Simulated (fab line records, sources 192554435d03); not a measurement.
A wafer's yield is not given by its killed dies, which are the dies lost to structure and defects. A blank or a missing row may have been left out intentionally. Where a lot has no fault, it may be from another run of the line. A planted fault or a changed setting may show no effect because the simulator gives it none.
Split-lot experiment | flow n5Finfet | 21 wafers read across 7 lots, on a route 1938 steps long

THE SPLIT ITSELF
At N5_BEOL_M7_ETCH_41 (etches SiCN in CH3F/O2, target depth 31.9 nm, time 57.8 s), the setting sourceW was moved away from the recipe's 395 W on 5 of the 21 wafers read, by -10.9% to +17.9%. For the rest of the wafers, this setting stayed at what the recipe calls for.

The reading comes from the split's own step.

THE READING
rfVppV, in V, at N5_BEOL_M7_ETCH_41 (etches SiCN in CH3F/O2, target depth 31.9 nm, time 57.8 s). A value of 297.6 V with a standard deviation of 1.4 V is what fault-free wafers of this fab line usually give.

wafer  | tool, chamber at the split | sourceW as run, W | against the recipe | rfVppV, V | against lot-mates on the recipe
L079.1 | rieDiel-01, 3              | 395               | recipe             | 298.2     | -
L079.3 | rieDiel-01, 2              | 395               | recipe             | 296.8     | -
L079.6 | rieDiel-01, 2              | 395               | recipe             | 296.9     | -
L082.3 | rieDiel-06, 1              | 395               | recipe             | 296.9     | -
L082.4 | rieDiel-06, 0              | 395               | recipe             | 296.5     | -
L082.5 | rieDiel-06, 2              | 395               | recipe             | 297.8     | -
L080.1 | rieDiel-02, 0              | 465.7             | +17.9%             | 279.9     | -18.2
L080.2 | rieDiel-02, 1              | 465.7             | +17.9%             | 281.9     | -16.2
L080.4 | rieDiel-02, 2              | 395               | recipe             | 298.1     | -
L083.2 | rieDiel-02, 2              | 395               | recipe             | 300.0     | -
L083.3 | rieDiel-02, 1              | 395               | recipe             | 299.8     | -
L083.6 | rieDiel-02, 2              | 395               | recipe             | 299.3     | -
L092.1 | rieDiel-02, 1              | 395               | recipe             | 300.0     | -
L092.5 | rieDiel-02, 1              | 395               | recipe             | 298.9     | -
L092.6 | rieDiel-02, 0              | 395               | recipe             | 295.5     | -
L090.3 | rieDiel-06, 1              | 395               | recipe             | 297.3     | -
L090.5 | rieDiel-06, 2              | 352               | -10.9%             | 307.3     | +10.0
L090.6 | rieDiel-06, 3              | 352               | -10.9%             | 308.8     | +11.5
L096.2 | rieDiel-06, 1              | 395               | recipe             | 298.7     | -
L096.3 | rieDiel-06, 2              | 361.1             | -8.6%              | 304.9     | +8.2
L096.6 | rieDiel-06, 2              | 395               | recipe             | 294.7     | -

FIT RESULTS
A straight line over all 21 wafers: rfVppV changes by -0.934 V for each +1% of sourceW; r = -0.98; the points scatter about the line by 1.5 V.
The same after taking each lot's own level away (the mean of its wafers on the recipe; 21 wafers): -0.967 V for each +1%; r = -0.99; scatter 1.1 V.
That fit puts the effect of the largest move of sourceW on the reading at 17 V.
From 296.70 to 299.70 V: that is the span of the lots' own levels, equal to 2.1 times the standard deviation above.
The two slopes are in agreement: the lot-to-lot level therefore moves the slope only a little.
Check: for one of the wafers moved furthest among these (+17.9%), held out of the fit, the line's prediction against its lot-mates is -16.7 V. It came out at -18.2 V against them.
Tool readings at the split's step, against how far the setting was moved: rfVppV r = -0.98.

OTHER SPLITS ON THESE WAFERS
Other splits were also applied to these wafers ahead of the reading. Each is held against what the fit with the lots' levels taken away leaves over:
other split on the same wafers  | wafers away from the commonest value | r with rfVppV (lot level and that fit taken away)
N5_BEOL_M1_ETCH_70 biasW        | 6                                    | +0.28
N5_BEOL_M3_VIA_ETCH_34 biasW    | 10                                   | +0.08
N5_BEOL_M3_TRENCH_ETCH_37 biasW | 8                                    | +0.30
N5_BEOL_M3_CMP_52 downForcePsi  | 7                                    | +0.10
N5_BEOL_M6_ETCH_62 biasW        | 9                                    | +0.28
N5_BEOL_M6_EXPOSE_25 doseMj     | 9                                    | -0.11
N5_BEOL_M7_ILD_DEP_00 timeS     | 6                                    | -0.13

THE FILE'S OWN FIT
rfVppV changes by -0.969 V for each +1% of sourceW, r = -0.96.
